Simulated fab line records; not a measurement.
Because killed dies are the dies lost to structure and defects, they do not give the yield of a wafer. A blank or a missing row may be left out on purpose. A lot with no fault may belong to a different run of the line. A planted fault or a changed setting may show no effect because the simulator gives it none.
Split-lot experiment    flow n5 finfet    21 wafers read from 7 lots, route of 1938 steps

ABOUT THE SPLIT
At N5_BEOL_M11_ILD_DEP_00 (deposits SiCOH lowk from DEMS/porogen, target thk 308.51 nm, time 58 s), the setting time s was moved away from the recipe's 58 s on 9 of the 21 wafers read, by -7.9% to +13.6%. For the rest of the wafers, this setting stayed at what the recipe calls for.

FROM THE SPLIT ON TO THE READING: in between, the file shows 1 step
- N5_BEOL_M11_CURE_71: cures SiCOH lowk, time 240 s

THE READING
M11_ILD_THK (nm), taken at N5_BEOL_M11_THK_MEAS_01. A value of 268 nm with a standard deviation of 3.5 nm is what fault-free wafers of this fab line usually give.

wafer   tool, chamber at the split  time s as run, s  against the recipe  M11_ILD_THK, nm  against lot-mates on the recipe
L078.3  pecvd-03, 2                 58                recipe              266              -
L078.4  pecvd-03, 0                 58                recipe              272              -
L078.5  pecvd-03, 2                 58                recipe              271              -
L079.1  pecvd-04, 0                 58                recipe              264              -
L079.4  pecvd-04, 2                 58                recipe              270              -
L079.6  pecvd-04, 0                 58                recipe              265              -
L082.2  pecvd-04, 1                 65.86             +13.6%              302              +32
L082.3  pecvd-04, 2                 65.86             +13.6%              300              +30
L082.6  pecvd-04, 0                 58                recipe              270              -
L084.2  pecvd-03, 2                 53.44             -7.9%               251              -21
L084.3  pecvd-03, 1                 53.44             -7.9%               247              -25
L084.5  pecvd-03, 0                 58                recipe              272              -
L085.2  pecvd-04, 2                 64.88             +11.9%              301              +31
L085.3  pecvd-04, 1                 58                recipe              270              -
L085.6  pecvd-04, 2                 64.88             +11.9%              300              +30
L090.1  pecvd-01, 1                 61.61             +6.2%               285              +14
L090.2  pecvd-01, 2                 58                recipe              269              -
L090.4  pecvd-01, 2                 58                recipe              273              -
L092.2  pecvd-04, 0                 58                recipe              266              -
L092.5  pecvd-04, 2                 61.93             +6.8%               287              +21
L092.6  pecvd-04, 0                 61.93             +6.8%               290              +24

THE FIT
A straight line over all 21 wafers: M11_ILD_THK changes by +2.53 nm for each +1% of time s; r = +0.99; the points scatter about the line by 2.7 nm.
The same after taking each lot's own level away (the mean of its wafers on the recipe; 21 wafers): +2.58 nm for each +1%; r = +0.98; scatter 2.9 nm.
According to that fit, moving time s by its largest amount changes the reading by 35 nm.
From 266.0 to 272.0 nm: that is the span of the lots' own levels, equal to 1.7 times the standard deviation above.
Consequently the slope shifts little with the lot-to-lot level, the two slopes agreeing.
Check: for one of the wafers moved furthest among these (+13.6%), held out of the fit, the line's prediction against its lot-mates is +35.4 nm. It came out at +32 nm against them.

OTHER SPLITS APPLIED TO THESE WAFERS
Before the reading, these wafers also passed through other splits. Each is held against what the fit with the lots' levels taken away leaves over:
other split on the same wafers    wafers away from the commonest value  r with M11_ILD_THK (lot level and that fit taken away)
N5_BEOL_M9_TRENCH_ETCH_37 time s  8                                     -0.31
N5_BEOL_M10_COAT_64 spin rpm      5                                     +0.00
N5_BEOL_M10_COAT_22 spin rpm      8                                     +0.34

THE WHOLE CHAIN: every reading that the file lists as answering this split, in the file's order
step                     what it does                                                            reading                                                                                    change (the file's fit)               r (the file's)
N5_BEOL_M11_ILD_DEP_00   deposits SiCOH lowk from DEMS/porogen, target thk 308.51 nm, time 58 s  SiCOH_lowk_of_BEOL_M11_ILD_DEP_00.thk nm (the simulator's own value, which no gauge read)  +2.86 nm for each +1% of the setting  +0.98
N5_BEOL_M11_CURE_71      cures SiCOH lowk, time 240 s                                            SiCOH_lowk_of_BEOL_M11_ILD_DEP_00.thk nm (the simulator's own value, which no gauge read)  +2.53 nm for each +1% of the setting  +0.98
N5_BEOL_M11_THK_MEAS_01                                                                          M11_ILD_THK                                                                                +2.54 for each +1% of the setting     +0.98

THE FILE'S OWN FIT
M11_ILD_THK changes by +2.54 nm for each +1% of time s, r = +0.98.
